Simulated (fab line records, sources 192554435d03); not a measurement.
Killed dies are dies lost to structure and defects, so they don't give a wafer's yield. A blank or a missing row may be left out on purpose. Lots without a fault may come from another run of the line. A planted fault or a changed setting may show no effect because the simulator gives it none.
Split-lot experiment | flow n5_finfet | 7 lots, 39 wafers read, on a route of 1938 steps

THE SPLIT
At N5_BEOL_M9_ILD_DEP_00 (deposits SiCOH lowk from DEMS/porogen, target thk 308.51 nm, time 58 s), the setting target_thk_a was moved away from the recipe's 3085.1 angstrom on 9 of the 39 wafers read, by -39.1% to +25.9%. The other wafers ran this setting at the recipe's value.

FROM THE SPLIT TO THE READING: what the file shows between them, 1 step
- N5_BEOL_M9_CURE_71: cures SiCOH lowk, time 240 s

THE READING
M9_ILD_THK, in nm, at N5_BEOL_M9_THK_MEAS_01. Fault-free wafers of this fab line usually give 270 nm, standard deviation 3.6 nm.

wafer  | tool, chamber at the split | target_thk_a as run, angstrom | against the recipe | M9_ILD_THK, nm | against lot-mates on the recipe
L076.1 | pecvd-03, 2                | 3085.1                        | recipe             | 268            | -
L076.2 | pecvd-03, 1                | 3085.1                        | recipe             | 268            | -
L076.3 | pecvd-03, 0                | 3883                          | +25.9%             | 340            | +71
L076.4 | pecvd-03, 1                | 3883                          | +25.9%             | 345            | +76
L076.5 | pecvd-03, 2                | 3883                          | +25.9%             | 344            | +75
L076.6 | pecvd-03, 0                | 3085.1                        | recipe             | 270            | -
L075.1 | pecvd-04, 1                | 3085.1                        | recipe             | 263            | -
L075.2 | pecvd-04, 0                | 3085.1                        | recipe             | 268            | -
L075.3 | pecvd-04, 0                | 3085.1                        | recipe             | 273            | -
L075.4 | pecvd-04, 1                | 3085.1                        | recipe             | 266            | -
L075.5 | pecvd-04, 0                | 3085.1                        | recipe             | 273            | -
L075.6 | pecvd-04, 1                | 3085.1                        | recipe             | 270            | -
L079.1 | pecvd-03, 2                | 3085.1                        | recipe             | 272            | -
L079.2 | pecvd-03, 0                | 3085.1                        | recipe             | 271            | -
L079.3 | pecvd-03, 1                | 1984                          | -35.7%             | 174            | -99
L079.4 | pecvd-03, 0                | 1984                          | -35.7%             | 176            | -97
L079.5 | pecvd-03, 2                | 3085.1                        | recipe             | 276            | -
L079.6 | pecvd-03, 1                | 1984                          | -35.7%             | 177            | -96
L083.1 | pecvd-03, 0                | 3085.1                        | recipe             | 270            | -
L083.2 | pecvd-03, 1                | 1880                          | -39.1%             | 166            | -106
L083.3 | pecvd-03, 2                | 3085.1                        | recipe             | 269            | -
L083.4 | pecvd-03, 1                | 1880                          | -39.1%             | 168            | -104
L083.5 | pecvd-03, 0                | 1880                          | -39.1%             | 165            | -107
L083.6 | pecvd-03, 2                | 3085.1                        | recipe             | 277            | -
L084.1 | pecvd-04, 0                | 3085.1                        | recipe             | 265            | -
L084.3 | pecvd-04, 1                | 3085.1                        | recipe             | 266            | -
L084.4 | pecvd-04, 0                | 3085.1                        | recipe             | 269            | -
L087.1 | pecvd-01, 0                | 3085.1                        | recipe             | 264            | -
L087.2 | pecvd-01, 2                | 3085.1                        | recipe             | 262            | -
L087.3 | pecvd-01, 1                | 3085.1                        | recipe             | 267            | -
L087.4 | pecvd-01, 2                | 3085.1                        | recipe             | 265            | -
L087.5 | pecvd-01, 1                | 3085.1                        | recipe             | 272            | -
L087.6 | pecvd-01, 0                | 3085.1                        | recipe             | 268            | -
L089.1 | pecvd-04, 2                | 3085.1                        | recipe             | 268            | -
L089.2 | pecvd-04, 1                | 3085.1                        | recipe             | 268            | -
L089.3 | pecvd-04, 0                | 3085.1                        | recipe             | 270            | -
L089.4 | pecvd-04, 0                | 3085.1                        | recipe             | 272            | -
L089.5 | pecvd-04, 2                | 3085.1                        | recipe             | 276            | -
L089.6 | pecvd-04, 1                | 3085.1                        | recipe             | 273            | -

THE FIT
A straight line over all 39 wafers: M9_ILD_THK changes by +2.68 nm for each +1% of target_thk_a; r = +1.00; the points scatter about the line by 3.7 nm.
The same after taking each lot's own level away (the mean of its wafers on the recipe; 39 wafers): +2.75 nm for each +1%; r = +1.00; scatter 2.9 nm.
On that fit, the largest move of target_thk_a shifts the reading by 1.1e+02 nm.
The lots' own levels span 266.3 to 273.0 nm, that is 1.9 times the standard deviation above.
So the lot-to-lot level changes the slope little: the two slopes agree.
Check: with one of the wafers moved furthest among these (-39.1%) left out of the fit, the line predicts -107 nm for it against its lot-mates. It came out at -106 nm against them.

THE WHOLE CHAIN: every reading that the file lists as answering this split, in the file's order
step                   | what it does                                                           | reading                                                                                  | change (the file's fit)              | r (the file's)
N5_BEOL_M9_ILD_DEP_00  | deposits SiCOH lowk from DEMS/porogen, target thk 308.51 nm, time 58 s | SiCOH_lowk_of_BEOL_M9_ILD_DEP_00.thk_nm (the simulator's own value, which no gauge read) | +3.12 nm for each +1% of the setting | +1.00
N5_BEOL_M9_CURE_71     | cures SiCOH lowk, time 240 s                                           | SiCOH_lowk_of_BEOL_M9_ILD_DEP_00.thk_nm (the simulator's own value, which no gauge read) | +2.75 nm for each +1% of the setting | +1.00
N5_BEOL_M9_THK_MEAS_01 |                                                                        | M9_ILD_THK                                                                               | +2.75 for each +1% of the setting    | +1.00

THE FILE'S OWN FIT
M9_ILD_THK changes by +2.75 nm for each +1% of target_thk_a, r = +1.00.
